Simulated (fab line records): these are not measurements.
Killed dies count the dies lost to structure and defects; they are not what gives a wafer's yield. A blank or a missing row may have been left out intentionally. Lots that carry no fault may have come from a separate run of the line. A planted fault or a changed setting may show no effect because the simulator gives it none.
Chamber matching -- flow nand-harc -- 4 sister chambers for NHARC_A_STAIRCASE_CMP_472 on cmp-03
The step polishes SiO2. 4 wafers are shown with their chamber, then 8 later ones without.

== EACH WAFER AND ITS CHAMBER ==
wafer,chamber,motor-current-A (A)
L085.4,3,11.1
L088.5,1,10.1
L088.6,0,8.2
L089.2,2,12.9

== WAFERS WITH NO CHAMBER GIVEN ==
wafer,motor-current-A (A)
L089.4,11.0
L089.6,11.2
L092.1,8.9
L092.3,11.6
L092.4,13.1
L096.1,12.1
L096.2,9.9
L096.6,10.7

== THE CHAMBER EACH PASSED THROUGH ==
wafer,from the rows above,in truth
L089.4,can't be placed: 3 or 1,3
L089.6,3,3
L092.1,can't be placed: 0 or 1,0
L092.3,can't be placed: 3 or 2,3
L092.4,2,2
L096.1,can't be placed: 2 or 3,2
L096.2,1,1
L096.6,can't be placed: 3 or 1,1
Placed correctly: 3 of 8. These rows do not allow placing 5 (true chamber among the candidates in 5). 0 placed wrongly.
How it was worked out, from the rows above alone: a wafer's distance from a chamber is the root of the sum, over the readings, of the square of ((its reading less the chamber's mean) divided by the reading's scatter). The wafer belongs to the nearest chamber; if the next one is less than 2 further off, it can't be placed. For every chamber, the mean is computed from those of its wafers that are shown. The scatter (one wafer shown for each chamber): square how far every hidden wafer sits from the nearest shown wafer, average those squares and take the square root.
